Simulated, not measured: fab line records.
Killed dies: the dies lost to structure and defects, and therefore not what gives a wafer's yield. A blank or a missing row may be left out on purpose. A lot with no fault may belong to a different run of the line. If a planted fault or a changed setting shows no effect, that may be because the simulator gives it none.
fab line records	flow n5Finfet	part 2 of 2: steps 5 to 6 of 6
record: lots: 21	wafers: 63	lastDay: 17
route steps=1938 shown GATE_CUT@492 MOL_CONTACT_COAG@532
lots that met no fault: from a run of the same line without faults
startH: hours from the record's opening day to when the first of the lot's shown wafers began	waitH: hours elapsed since this lot's preceding step	" as in the row above	L1.1+2: a single row standing in for several wafers	- no value, or no start given	* or withheld: withheld	< > ~ a bound
route shown NAME@n: names a module that has steps shown in the file, with the first one's number in the route	usual: average and standard deviation across the fault-free wafers	same: alike in all rows	chamber/n: place in a boat	sites: the reading at each site	_std_site: standard deviation across them	_edge_site: inner sites' mean taken away from outer sites' mean	radiusMm: how far each site lies from the wafer's centre	mask NAME#n: copy n	behind: the tool/chamber that last shaped the wafer	hold: cause of the lot's hold/its duration in hours/its outcome	device: the n, p or np transistor that did not switch	end of line: the route-end tests of the same wafers	a step with no rows: only its recipe	killed: not the wafer's yield, but the dies lost to structure and defects at the first sort	map: shows each die of a wafer: x if killed, . if not, _ if none is there
set.NAME: setting as actually run; set.NAME@STEP: the setting as run at that earlier step	model.NAME: the simulator's own value behind a step, which no gauge read
one table for each step of the route and one row for each wafer, over a sample of lots
services: a tool's chamber out of use, with start hour (startH, from the record's first day; less than 0 if before it), hours out, and reason
== steps ==
step: N5_MOL_CONTACT_COAG_DESCUM_45
recipe: chemistry: O2	timeS: 7	sourcePowerW: 50	biasPowerW: 20	pressureMtorr: 20	rfFrequencyHz: 2.712e+07	tempC: 40	resist: CAR-EUV	o2FlowSccm: 225
usual: drypumpMotorCurrentA: 5.65/0.26	oesProductAu: 0.74/0.058	rfVppV: 243.3/1.2	showerheadPlenumPTorr: 2.10/0.067	throttleValvePct: 20.49/0.24
lot.wafer	tool	chamber	startH	waitH	drypumpMotorCurrentA	oesProductAu	rfHoursCounterH	rfVppV	showerheadPlenumPTorr	throttleValvePct
L074.2	rieDiel-02	2	102.73	0.0	5.41	0.73	195	243.7	2.06	20.22
L074.3	"	0	"	"	5.61	0.71	189	242.0	2.09	20.39
L074.5	"	0	"	"	5.64	0.71	-	242.0	2.09	20.37
L075.2	rieDiel-03	0	104.27	0.0	5.57	0.80	122	242.2	2.00	20.32
L075.3	"	1	"	"	5.30	0.73	163	243.2	2.17	20.38
L075.4	"	3	"	"	5.90	0.90	26	245.9	2.25	20.42
L076.1	rieDiel-03	2	111.78	0.0	6.12	0.73	199	243.5	2.07	20.19
L076.2	"	0	"	"	5.56	0.79	125	242.0	2.00	20.31
L076.5	"	2	"	"	6.10	0.73	-	242.9	2.07	20.20
L077.1	rieDiel-03	1	120.05	0.0	5.26	0.72	169	243.3	2.17	20.39
L077.2	"	2	"	"	6.13	0.72	202	244.0	2.07	20.20
L077.3	"	0	"	"	5.60	0.79	129	242.5	2.00	20.33
L078.2	rieDiel-03	1	120.55	0.0	5.29	0.72	169	244.1	2.17	20.39
L078.3	"	2	"	"	6.07	0.72	202	242.5	2.07	20.21
L078.6	"	3	"	"	5.90	0.90	-	246.2	2.25	20.43
L079.1	rieDiel-02	3	125.90	0.0	5.55	0.74	189	243.1	2.08	20.86
L079.4	"	0	"	"	5.59	0.70	198	243.2	2.09	20.40
L079.5	"	3	"	"	5.56	0.75	-	242.6	2.08	20.87
L080.2	rieDiel-06	2	137.57	0.2	6.24	0.71	240	240.7	1.97	20.65
L080.3	"	1	"	"	5.43	0.75	188	242.7	2.09	20.81
L080.6	"	0	"	"	5.80	0.75	-	244.9	2.17	20.52
L082.2	rieDiel-02	1	146.08	0.0	5.87	0.73	201	243.2	2.16	20.62
L082.3	"	3	"	"	5.57	0.74	196	243.7	2.08	20.86
L082.5	"	3	"	"	5.55	0.73	-	242.6	2.08	20.87
L083.1	rieDiel-02	2	150.39	0.2	5.36	0.72	213	243.7	2.05	20.24
L083.2	"	0	"	"	5.60	0.69	208	244.6	2.09	20.39
L083.6	"	0	"	"	5.64	0.69	-	243.1	2.09	20.42
L084.2	rieDiel-02	2	163.44	0.0	5.39	0.71	219	242.6	2.05	20.25
L084.3	"	1	"	"	5.87	0.72	207	243.1	2.16	20.67
L084.6	"	3	"	"	5.57	0.73	-	243.3	2.07	20.88
L085.1	rieDiel-02	3	163.84	0.0	5.57	0.73	205	243.7	2.07	20.88
L085.2	"	1	"	"	5.87	0.72	207	245.2	2.16	20.64
L085.3	"	2	"	"	5.40	0.73	219	242.0	2.05	20.26
L086.3	rieDiel-06	3	175.66	0.0	5.23	0.76	165	243.5	2.00	20.19
L086.5	"	0	"	"	5.81	0.74	-	244.3	2.17	20.53
L086.6	"	3	"	"	5.23	0.76	-	243.2	2.00	20.21
L087.3	rieDiel-03	3	180.80	0.0	5.92	0.86	52	244.6	2.24	20.44
L087.4	"	1	"	"	5.28	0.71	189	244.9	2.16	20.42
L087.5	"	2	"	"	6.13	0.71	-	243.9	2.06	20.25
L088.1	rieDiel-03	2	185.37	0.0	6.09	0.70	223	242.6	2.06	20.24
L088.4	"	1	"	"	5.30	0.70	190	244.4	2.16	20.40
L088.5	"	0	"	"	5.54	0.77	-	241.4	1.99	20.35
L089.1	rieDiel-02	2	187.81	0.0	5.34	0.72	228	242.6	2.05	20.26
L089.2	"	1	"	"	5.86	0.71	216	244.1	2.16	20.63
L089.6	"	2	"	"	5.35	0.72	-	243.4	2.05	20.25
L090.3	rieDiel-02	1	194.32	0.0	5.88	0.72	219	245.6	2.16	20.65
L090.4	"	3	"	"	5.57	0.73	213	241.9	2.07	20.88
L090.5	"	1	"	"	5.86	0.72	-	243.1	2.16	20.67
L091.2	rieDiel-02	3	201.51	0.0	5.56	0.72	215	244.3	2.07	20.91
L091.3	"	2	"	"	5.38	0.72	234	243.1	2.05	20.27
L091.6	"	0	"	"	5.59	0.69	-	242.4	2.08	20.44
L092.1	rieDiel-02	2	206.54	0.1	5.42	0.70	235	242.6	2.05	20.25
L092.2	"	3	"	"	5.56	0.72	217	243.0	2.07	20.91
L092.5	"	3	"	"	5.57	0.72	-	244.4	2.07	20.90
L093.1	rieDiel-06	2	212.22	0.0	6.26	0.95	6	246.2	2.23	20.14
L093.2	"	1	"	"	5.40	0.73	218	243.3	2.08	20.84
L093.5	"	1	"	"	5.41	0.72	-	242.4	2.08	20.86
L095.1	rieDiel-02	3	224.68	0.2	5.57	0.72	224	242.3	2.07	20.93
L095.3	"	0	"	"	5.61	0.67	232	242.8	2.08	20.45
L095.6	"	3	"	"	5.54	0.71	-	241.9	2.07	20.91
L097.1	rieDiel-02	2	236.02	0.1	5.39	0.70	248	241.4	2.04	20.30
L097.4	"	0	"	"	5.55	0.67	237	242.3	2.08	20.45
L097.6	"	1	"	"	5.86	0.71	-	242.0	2.15	20.67
step: N5_MOL_CONTACT_COAG_ETCH_66
recipe: chemistry: CF4	target: SiARC	targetDepthA: 130	maskMaterial: CAR-EUV	timeS: 21.7	ionEnergyEv: 80	pressureMtorr: 40	sourceW: 545	biasW: 36	Ar_flow_sccm: 100	cf4FlowSccm: 100	ends: cleared
usual: drypumpMotorCurrentA: 5.65/0.26	etchRfOnTimeS: 21.7/0.57	oesProductAu: 0.63/0.049	rfVppV: 184.2/1.1	showerheadPlenumPTorr: 2.15/0.06	throttleValvePct: 15.75/0.21
lot.wafer	tool	chamber	startH	waitH	drypumpMotorCurrentA	etchRfOnTimeS	oesProductAu	rfHoursCounterH	rfVppV	showerheadPlenumPTorr	throttleValvePct
L074.2	rieDiel-02	2	102.78	0.0	5.41	21.0	0.64	195	182.5	2.13	15.62
L074.3	"	0	"	"	5.66	22.4	0.60	189	184.5	2.14	15.63
L074.5	"	0	"	"	5.66	22.7	0.59	-	182.5	2.14	15.64
L075.2	rieDiel-03	0	104.32	0.0	5.54	21.8	0.68	122	182.9	2.07	15.60
L075.3	"	1	"	"	5.29	21.1	0.62	163	185.9	2.22	15.60
L075.4	"	3	"	"	5.93	22.1	0.76	26	185.2	2.27	15.42
L076.1	rieDiel-03	2	111.83	0.0	6.08	21.9	0.61	199	184.0	2.14	15.57
L076.2	"	0	"	"	5.54	21.5	0.68	125	182.8	2.07	15.62
L076.5	"	2	"	"	6.08	21.9	0.62	-	184.8	2.14	15.53
L077.1	rieDiel-03	1	120.11	0.0	5.29	20.9	0.62	169	184.8	2.22	15.61
L077.2	"	2	"	"	6.11	21.8	0.62	202	183.9	2.14	15.56
L077.3	"	0	"	"	5.56	21.0	0.68	129	182.7	2.06	15.62
L078.2	rieDiel-03	1	120.60	0.0	5.32	20.8	0.63	169	185.4	2.22	15.62
L078.3	"	2	"	"	6.14	22.0	0.61	202	183.4	2.13	15.57
L078.6	"	3	"	"	5.91	21.9	0.75	-	185.9	2.26	15.42
L079.1	rieDiel-02	3	125.96	0.0	5.56	21.7	0.63	189	183.9	2.13	16.06
L079.4	"	0	"	"	5.56	22.6	0.59	198	184.0	2.14	15.64
L079.5	"	3	"	"	5.56	21.5	0.63	-	184.0	2.13	16.09
L080.2	rieDiel-06	2	137.63	0.0	6.25	21.0	0.61	240	183.0	2.04	15.96
L080.3	"	1	"	"	5.43	21.8	0.63	188	183.3	2.13	15.91
L080.6	"	0	"	"	5.81	21.3	0.64	-	186.1	2.22	15.69
L082.2	rieDiel-02	1	146.14	0.0	5.85	21.6	0.62	201	183.9	2.21	15.87
L082.3	"	3	"	"	5.56	21.4	0.64	196	184.2	2.12	16.08
L082.5	"	3	"	"	5.55	21.3	0.63	-	183.4	2.12	16.08
L083.1	rieDiel-02	2	150.44	0.0	5.39	21.5	0.62	213	184.9	2.12	15.64
L083.2	"	0	"	"	5.58	22.6	0.59	208	184.3	2.13	15.66
L083.6	"	0	"	"	5.55	22.9	0.58	-	183.4	2.13	15.68
L084.2	rieDiel-02	2	163.50	0.0	5.39	21.3	0.62	219	184.7	2.12	15.64
L084.3	"	1	"	"	5.87	21.6	0.63	207	186.9	2.21	15.89
L084.6	"	3	"	"	5.54	21.7	0.63	-	183.9	2.12	16.09
L085.1	rieDiel-02	3	163.90	0.0	5.58	21.2	0.63	205	183.1	2.12	16.09
L085.2	"	1	"	"	5.87	21.6	0.62	207	184.8	2.21	15.87
L085.3	"	2	"	"	5.41	21.0	0.63	219	184.0	2.12	15.65
L086.3	rieDiel-06	3	175.72	0.0	5.26	21.5	0.64	165	182.6	2.05	15.39
L086.5	"	0	"	"	5.79	21.4	0.64	-	186.4	2.21	15.71
L086.6	"	3	"	"	5.22	21.6	0.63	-	183.7	2.05	15.41
L087.3	rieDiel-03	3	180.86	0.0	5.91	21.7	0.73	52	186.0	2.26	15.46
L087.4	"	1	"	"	5.27	20.7	0.62	189	183.0	2.21	15.63
L087.5	"	2	"	"	6.06	21.8	0.61	-	182.7	2.13	15.60
L088.1	rieDiel-03	2	185.42	0.0	6.09	22.3	0.60	223	183.0	2.13	15.61
L088.4	"	1	"	"	5.29	21.1	0.62	190	184.3	2.21	15.65
L088.5	"	0	"	"	5.51	21.5	0.66	-	182.9	2.06	15.66
L089.1	rieDiel-02	2	187.87	0.0	5.40	21.1	0.62	228	184.5	2.12	15.67
L089.2	"	1	"	"	5.87	21.6	0.62	216	184.0	2.21	15.90
L089.6	"	2	"	"	5.41	21.0	0.62	-	183.1	2.12	15.68
L090.3	rieDiel-02	1	194.38	0.0	5.85	21.5	0.62	219	185.8	2.21	15.91
L090.4	"	3	"	"	5.56	21.4	0.62	213	183.3	2.12	16.12
L090.5	"	1	"	"	5.86	21.5	0.62	-	186.1	2.21	15.91
L091.2	rieDiel-02	3	201.56	0.0	5.57	21.5	0.62	215	182.9	2.12	16.12
L091.3	"	2	"	"	5.40	21.2	0.61	234	183.7	2.12	15.68
L091.6	"	0	"	"	5.60	22.9	0.57	-	183.2	2.13	15.69
L092.1	rieDiel-02	2	206.60	0.0	5.38	21.4	0.61	235	184.3	2.12	15.69
L092.2	"	3	"	"	5.56	21.4	0.63	217	182.8	2.12	16.13
L092.5	"	3	"	"	5.57	21.3	0.62	-	182.9	2.12	16.11
L093.1	rieDiel-06	2	212.27	0.0	6.28	21.2	0.83	6	186.4	2.29	15.43
L093.2	"	1	"	"	5.45	22.2	0.61	218	183.7	2.12	15.97
L093.5	"	1	"	"	5.42	22.3	0.61	-	184.4	2.12	15.97
L095.1	rieDiel-02	3	224.74	0.0	5.57	21.4	0.61	224	183.9	2.11	16.12
L095.3	"	0	"	"	5.59	23.0	0.57	232	182.6	2.13	15.72
L095.6	"	3	"	"	5.56	21.6	0.61	-	182.5	2.11	16.15
L097.1	rieDiel-02	2	236.08	0.0	5.39	21.0	0.60	248	183.4	2.11	15.70
L097.4	"	0	"	"	5.63	23.0	0.56	237	185.5	2.12	15.72
L097.6	"	1	"	"	5.87	21.9	0.60	-	184.6	2.20	15.94
== services ==
tool	chamber	startH	hours	kind
rieDiel-02	-	58.78	1.6	repair
rieDiel-05	-	60.59	0.6	repair
cmp-03	-	67.46	6.0	pm
rieDiel-02	2	69.19	10.5	repair
cmp-03	-	79.05	1.3	repair
rieDiel-04	0	80.56	7.8	repair
cmp-02	-	84.88	4.3	repair
rieDiel-06	3	119.33	22.6	repair
rieDiel-05	1	126.84	5.4	repair
cmp-02	-	128.26	1.0	repair
cmp-02	-	135.48	4.0	pm
rieDiel-02	1	146.47	3.9	repair
cmp-02	-	156.69	0.8	repair
cmp-04	-	167.18	0.8	repair
cmp-03	-	169.80	1.1	repair
cmp-03	-	183.45	1.4	repair
rieDiel-02	3	185.18	6.4	repair
rieDiel-04	0	202.29	6.5	repair
rieDiel-05	2	205.97	1.6	repair
cmp-03	-	207.09	2.5	repair
rieDiel-05	-	216.89	0.8	repair
cmp-03	-	217.92	4.0	pm
rieDiel-03	3	225.89	3.9	repair
rieDiel-04	2	233.69	4.1	repair
